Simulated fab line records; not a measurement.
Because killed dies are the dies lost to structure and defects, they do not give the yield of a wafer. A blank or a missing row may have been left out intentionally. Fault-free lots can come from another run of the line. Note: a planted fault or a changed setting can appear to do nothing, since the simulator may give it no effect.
8D (eight disciplines) problem report, filled in by code    flow n5-finfet    the parts of the form that need people (team, actions taken, sign-off) are left out

## 1. WHAT IS WRONG
Mean of plate-temp-C at N5_FIN_SAQP_COAT_68: 239.49 C across 9 wafers in 3 lots; on wafers with no fault it is 249.98 C (standard deviation 0.17). Relative to the usual mean, that is a shift of -62 standard deviations.
The step: time 60 s, resist thk 100 nm.
First seen on wafer L457.1, day 4 13:10, on litho-track-02. The record has a number at this step for 27 wafers belonging to 9 lots. The rule behind "out" and "out of limits": a value lying over 4 standard deviations away from the usual mean. The other wafers with a number count as sound.

## 2. WHAT THIS IS AND IS NOT
question                     is                                  is not
which readings at this step  plate-temp-C, heater-power-total-W  resist-line-temp-C, spin-speed-rpm
which lots                   L457, L458, L459                    L448, L449, L453, L460, L466, L467
which wafers of those lots   all that have a number              -
read on which tools          litho-track-02                      litho-track-01, litho-track-05
when                         from day 4 13:10                    up to then (9 sound wafers); but 9 sound wafers of L460, L466, L467 came after

## 3. THE SUSPECTS, EACH WITH WHAT RULES IT OUT
Counting: any tool at a process step up to the reading is kept as a suspect provided that every lot that is out went through it and no sound lot did after the first of them.
- vapor-etch-01 at N5_FIN_SAQP_RECESS_63 (chemistry HF/NH3, target SiO2, target depth 18 nm, afs cycles 3, sublimation time 60 s): ruled out as a lasting fault. After its first lot that is out, L457 (day 4 12:47), sound lots L466, L467 ran on it.
- litho-track-02 at N5_FIN_SAQP_COAT_68 (time 60 s, resist thk 100 nm): kept. All lots that are out passed through it, beginning with L457 at day 4 13:10, and no sound lot followed; its final sound lot before that point was L449 at day 2 12:33. On those wafers its own readings are out: heater-power-total-W, plate-temp-C.
Left after counting: litho-track-02 at N5_FIN_SAQP_COAT_68.

## 4. THE CAUSE (what the simulator had put in)
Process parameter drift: litho-track-02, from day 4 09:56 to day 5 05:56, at N5_FIN_SAQP_COAT_68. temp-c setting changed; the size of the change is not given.
Only this tool survived the counting.

## 5. SEQUENCE OF EFFECTS, ordered by route
Each row: a reading where the mean over the struck wafers with a number is more than 3 standard deviations away from the usual. Scope: only readings with a usual standard deviation given in the record; hours: median across lots of the time from each lot's start at the first step in this table that gives one to its start at this step; sigmas: change in usual standard deviations.
hours  step                 reading               usual     on struck wafers  change  sigmas
0      N5_FIN_SAQP_COAT_68  heater-power-total-W  500.7 W   474.6             -26.1   -15
0      N5_FIN_SAQP_COAT_68  plate-temp-C          249.98 C  239.49            -10.49  -62
Its process steps:
- N5_FIN_SAQP_COAT_68: time 60 s, resist thk 100 nm.
Later steps that measure or inspect, where all struck wafers having a row at the step show a number for every such reading and not one has moved that far: N5_BEOL_M4_RC_MEAS_101.

## 6. WHAT WOULD HAVE CAUGHT IT SOONER
In this record the first reading out of limits was taken at day 4 13:10, 3 hours after the fault began at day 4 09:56.
